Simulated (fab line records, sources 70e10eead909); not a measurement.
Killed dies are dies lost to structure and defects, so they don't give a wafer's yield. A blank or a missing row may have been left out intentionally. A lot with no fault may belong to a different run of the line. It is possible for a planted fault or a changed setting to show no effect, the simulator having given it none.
What tool caused it? ; flow nand_harc ; 72 wafers sampled from 24 lots at 1 step of a route of 1302

== WHAT THE GAUGES SHOWED, per wafer ==
NHARC_A_M0_CD_MEAS_16. Usual: 79.9 nm for cd_nm, sd 0.64.
lot;measured;on;cd_nm (nm);flag
L075;day 23 03:46;cd_sem-01;80.1 79.7 79.6;
L074;day 23 06:35;cd_sem-03;80.0 80.6 80.1;
L076;day 23 16:32;cd_sem-03;79.8 79.9 79.2;
L077;day 23 18:26;cd_sem-01;80.4 79.0 80.0;
L079;day 24 09:59;cd_sem-02;80.3 80.0 80.1;
L078;day 24 12:03;cd_sem-01;79.3 80.7 80.4;
L080;day 25 09:22;cd_sem-01;80.1 79.5 79.9;
L082;day 26 21:31;cd_sem-03;79.5 79.8 79.8;
L081;day 27 02:22;cd_sem-01;79.7 80.5 79.7;
L083;day 27 03:50;cd_sem-01;80.5 81.1 80.4;
L084;day 27 09:25;cd_sem-02;79.1 78.6 80.2;
L085;day 28 02:14;cd_sem-01;80.9 80.3 81.1;
L086;day 28 04:04;cd_sem-01;79.1 78.9 80.1;
L088;day 28 17:07;cd_sem-02;80.5 79.5 80.7;
L089;day 28 19:05;cd_sem-03;80.2 79.9 79.5;
L087;day 29 01:06;cd_sem-02;79.6 79.3 79.0;
L090;day 30 05:56;cd_sem-01;80.9 80.7 80.3;
L091;day 30 10:44;cd_sem-03;80.3 80.8 80.9;
L092;day 30 15:30;cd_sem-01;80.0 79.5 78.9;
L093;day 31 20:17;cd_sem-01;80.3 80.1 80.3;
L094;day 31 21:17;cd_sem-03;80.2 79.0 79.8;
L095;day 31 22:34;cd_sem-03;78.8 79.5 80.6;
L096;day 32 18:29;cd_sem-02;79.1 78.6 79.3;
L097;day 32 20:11;cd_sem-01;80.4 79.8 80.2;

== WHAT TOOL EACH LOT RAN ON (gives the tool, then ch and the chambers of the sampled wafers, and finally the start) ==
The record holds no process step before these readings.

== AS READ BY THE TOOLS THEMSELVES (means over the sampled wafers that have a number; for cases with no such wafer, the mark the record gives instead) ==
The record holds no such reading with a usual standard deviation.

== THE ANSWER, worked out from the rows above alone ==
Rule: lot off if the mean of its wafers having a number is beyond 3 standard deviations from the usual mean. A lot without any number at a reading at which 4 lots or more have one is off too. Where the step has rows for the other lots, those lots are counted as sound. First the gauges in route order, then the tools' own readings, where a lot's mean is used as printed above. At the first step where some lot is off, the reading lying furthest off is the one used; lots without a number count as furthest.
Across all readings shown, no lot is off: no conclusion can be drawn from this.

== WHAT WAS PUT IN BY THE SIMULATOR ==
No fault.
